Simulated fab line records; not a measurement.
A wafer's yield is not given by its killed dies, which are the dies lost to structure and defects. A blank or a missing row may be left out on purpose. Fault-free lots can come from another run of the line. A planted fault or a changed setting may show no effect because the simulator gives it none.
A struck lot beside a sound one    flow n5 finfet    39 steps out of a route of 1938
Sound: wafers L884.1, L884.2, L884.4. The struck wafers were L882.1, L882.4, L882.6. At the end, the cause is stated.
Each step with rows lists, per side, the tool, then ch with its chambers, then its first start. Under that, the readings that differ: sound wafers    struck wafers    difference of the means    sigmas: that difference in standard deviations of wafers without a fault.
alike: readings whose means differ by less than 2 such deviations, and words and numbers that are the same on both sides. not compared: withheld readings, readings that some wafer has no value for, bounds like >300 that may hide the same value, and numbers for which the record gives no deviation and whose values overlap.
Wherever a step has rows on one side only, a row that says differs or no value, or a row with sigmas, the two part there. Numbers that have no deviation but don't overlap get no sigmas and don't part them. A reading that every wafer of one side lacks parts them only if that side has two wafers or more.

first, 11 steps without rows for these wafers: N5_PMOS_HMC_CHANNEL_EPI_STRIP_33 (strips in N2/H2); N5_PMOS_HMC_CHANNEL_EPI_STRIP_17 (strips in SPM, time 750 s); N5_PMOS_HMC_CHANNEL_EPI_ETCH_38 (etches SiO2 in CF4, target depth 1.5 nm); N5_PMOS_HMC_CHANNEL_EPI_FIN_RECESS_16 (chemistry HBr/Cl2, target Si, target depth 54 nm, time 18 s); N5_PMOS_HMC_CHANNEL_EPI_PRECLEAN_36 (cleans in O3/DIW, time 45 s); N5_PMOS_HMC_CHANNEL_EPI_PRECLEAN_18 (cleans in DHF, time 30 s); N5_PMOS_HMC_CHANNEL_EPI_SRD_19 (time 30 s); N5_PMOS_HMC_CHANNEL_EPI_EPI_20 (deposits SiGe30, target thk 59 nm); N5_PMOS_HMC_CHANNEL_EPI_HM_STRIP_35 (strips SiO2 in dHF, material SiO2, target depth 39.6 nm, time 216 s); N5_PMOS_HMC_CHANNEL_EPI_SRD_39 (time 30 s); N5_PMOS_HMC_CHANNEL_EPI_CMP_21 (polishes SiGe30, target thk 54 nm).
N5_PMOS_HMC_CHANNEL_EPI_PRECLEAN_40: cleans in DHF, time 30 s.
  sound on wet bench-03 ch 1,3,4, day 6 13:55; struck on wet bench-04 ch 2,5,6, day 6 01:30
  alike: temp c
then, 4 steps without rows for these wafers: N5_PMOS_HMC_CHANNEL_EPI_PRECLEAN_37 (cleans in O3/DIW, time 45 s); N5_PMOS_HMC_CHANNEL_EPI_PRECLEAN_24 (cleans in DHF, time 30 s); N5_PMOS_HMC_CHANNEL_EPI_SRD_25 (time 30 s); N5_PMOS_HMC_CHANNEL_EPI_EPI_26 (deposits Si from SiH4/H2, target thk 3.8 nm, time 22.7 s).
N5_PMOS_HMC_CHANNEL_EPI_INSPECT_30: inspects for defects (darkfield).
  sound on defect inspect-02 at day 6 14:22; struck on defect inspect-02 at day 6 01:57
reading           sound     struck          difference  sigmas
raw defect count  29 18 10  1185 1252 1189  +1190       +99 or more
then, 19 steps without rows for these wafers: N5_FIN_SAQP_PRECLEAN_42 (cleans in O3/DIW, time 60 s); N5_FIN_SAQP_PRECLEAN_00 (cleans in SC1, time 60 s); N5_FIN_SAQP_PRECLEAN_44 (cleans in SC2, time 45 s); N5_FIN_SAQP_SRD_01 (time 30 s); N5_FIN_SAQP_ALD_61 (deposits SiO2, target thk 4 nm, pulse time 1 s, purge time 2 s); N5_FIN_SAQP_DENSIFY_62 (time 60 s); N5_FIN_SAQP_HM_DEP_03 (deposits SiNx from SiH4/NH3/N2, target thk 38 nm, time 33.6 s); N5_FIN_SAQP_PECVD_47 (deposits a-Si from SiH4/He, target thk 45 nm, time 36.3 s); N5_FIN_SAQP_PECVD_48 (deposits SiNx from SiH4/NH3/N2, target thk 25 nm, time 22.1 s); N5_FIN_SAQP_PECVD_06 (deposits a-Si from SiH4/He, target thk 60 nm, time 48.1 s); N5_FIN_SAQP_HM_DEP_72 (deposits SiO2 from SiH4/N2O, target thk 12 nm, time 7.2 s); N5_FIN_SAQP_COAT_49 (time 60 s, resist thk 100 nm); N5_FIN_SAQP_COAT_50 (time 60 s, resist thk 35 nm); N5_FIN_SAQP_COAT_10 (resist thk 90 nm); N5_FIN_SAQP_EBR_12; N5_FIN_SAQP_SOFTBAKE_11 (time 60 s); N5_FIN_SAQP_EXPOSE_13 (exposes mask FIN CORE, target cd 35.6 nm); N5_FIN_SAQP_PEB_14 (peb time 60 s); N5_FIN_SAQP_DEVELOP_15 (develop time 30 s).
N5_FIN_SAQP_INSPECT_18: inspects for defects (brightfield).
  sound on defect inspect-02 at day 6 15:45; struck on defect inspect-01 at day 6 04:08
reading           sound        struck          difference  sigmas
raw defect count  576 465 504  1695 1920 1780  +1283       +11
N5_FIN_SAQP_INSPECT_40: inspects for defects (brightfield).
  sound on defect inspect-01 at day 6 20:11; struck on defect inspect-02 at day 6 09:30
reading           sound        struck          difference  sigmas
raw defect count  362 262 237  1384 1557 1479  +1186       +17
-- record jumps: 10 days separate the struck wafers' starts on either side; left off in module FIN_SAQP, taken up again in module PASSIVATION, whose first shown step is the route's number 1936 --
N5_PASSIVATION_PROBE_49:
  sound on prober-02 at day 17 10:02; struck on prober-02 at day 16 18:14
reading              sound       struck       difference  sigmas
killed at front end  66 41 43    174 109 194  +109        +9
killed dies          125 96 116  235 163 254  +105        +6
killed on rim        13 10 23    24 30 22     +10         +3
  alike: killed_at_M0_to_M3, killed_at_M4_up, killed at contacts, killed at other, killed open, killed short

== WHERE THEY PART ==
Earliest at N5_PMOS_HMC_CHANNEL_EPI_INSPECT_30; latest, in this record, at N5_PASSIVATION_PROBE_49.

WHY: what had been put in by the simulator
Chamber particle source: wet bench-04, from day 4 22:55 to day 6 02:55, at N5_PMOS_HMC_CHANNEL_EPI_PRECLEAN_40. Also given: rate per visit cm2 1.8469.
